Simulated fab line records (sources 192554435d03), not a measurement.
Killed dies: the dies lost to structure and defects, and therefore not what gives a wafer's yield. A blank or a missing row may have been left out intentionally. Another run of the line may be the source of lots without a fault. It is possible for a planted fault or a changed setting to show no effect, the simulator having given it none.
Lot-split experiment ; flow n5Finfet ; 7 lots, 21 wafers read, on a route of 1938 steps

== THE SPLIT ITSELF ==
At N5_BEOL_M0_DEP_125 (deposits SiCN from 3MS/NH3, target thk 8 nm, time 14 s), the setting timeS was moved away from the recipe's 14 s on 9 of the 21 wafers read, by -13.0% to +14.9%. This setting was run at the recipe's value on the other wafers.

The reading is taken at the split's own step.

== THE READING ==
SiCN_of_BEOL_M0_DEP_125.thkNm (the simulator's own value, which no gauge read), in nm, at N5_BEOL_M0_DEP_125 (deposits SiCN from 3MS/NH3, target thk 8 nm, time 14 s). The file gives no usual value for it. The 12 wafers here that ran the recipe average 7.9 nm, standard deviation 0.15 nm.

wafer;tool, chamber at the split;timeS as run, s;against the recipe;SiCN_of_BEOL_M0_DEP_125.thkNm, nm;against lot-mates on the recipe
L078.3;pecvd-01, 2;14;recipe;8;-
L078.4;pecvd-01, 1;15.26;+9.0%;9;+1.0
L078.6;pecvd-01, 0;15.26;+9.0%;8.6;+0.6
L080.1;pecvd-03, 2;14;recipe;8;-
L080.2;pecvd-03, 0;12.74;-9.0%;7.4;-0.6
L080.6;pecvd-03, 1;12.74;-9.0%;7.6;-0.4
L082.1;pecvd-03, 0;14;recipe;8;-
L082.3;pecvd-03, 2;14;recipe;7.8;-
L082.6;pecvd-03, 0;14;recipe;8.2;-
L084.2;pecvd-04, 2;14;recipe;7.8;-
L084.3;pecvd-04, 1;16.08;+14.9%;9.4;+1.6
L084.4;pecvd-04, 2;16.08;+14.9%;9.2;+1.4
L087.2;pecvd-04, 1;12.59;-10.1%;7.2;-0.8
L087.3;pecvd-04, 1;12.59;-10.1%;7.4;-0.6
L087.6;pecvd-04, 0;14;recipe;8;-
L093.1;pecvd-04, 0;14;recipe;7.6;-
L093.3;pecvd-04, 2;12.18;-13.0%;6.8;-1.0
L093.6;pecvd-04, 2;14;recipe;8;-
L094.2;pecvd-04, 2,0;14;recipe;7.8;-
L094.3;pecvd-04, 2,0;14;recipe;7.8;-
L094.5;pecvd-04, 0;14;recipe;8;-
The file does not say which wafer passed through which chamber wherever a row lists several chambers: such a row stands for several wafers.

FIT RESULTS
A straight line over all 21 wafers: SiCN_of_BEOL_M0_DEP_125.thkNm changes by +0.0806 nm for each +1% of timeS; r = +0.96; the points scatter about the line by 0.19 nm.
The same after taking each lot's own level away (the mean of its wafers on the recipe; 21 wafers): +0.0838 nm for each +1%; r = +0.97; scatter 0.17 nm.
That fit puts the effect of the largest move of timeS on the reading at 1.2 nm.
The lots' own levels span 7.80 to 8.00 nm, that is 1.3 times the standard deviation above.
The two slopes are in agreement: the lot-to-lot level therefore moves the slope only a little.
Check: with one of the wafers moved furthest among these (+14.9%) left out of the fit, the line predicts +1.22 nm for it against its lot-mates. It came out at +1.6 nm against them.

== OTHER SPLITS APPLIED TO THESE WAFERS ==
Note: prior to the reading, these wafers also went through further splits. Each is held against what the fit with the lots' levels taken away leaves over:
other split on the same wafers;wafers away from the commonest value;r with SiCN_of_BEOL_M0_DEP_125.thkNm (lot level and that fit taken away)
N5_BEOL_M0_SAQP_PECVD_97 timeS;7;+0.22
N5_BEOL_M0_SAQP_PEB_12 pebTimeS;9;+0.06

== FILE'S OWN FIT ==
SiCN_of_BEOL_M0_DEP_125.thkNm changes by +0.0827 nm for each +1% of timeS, r = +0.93.
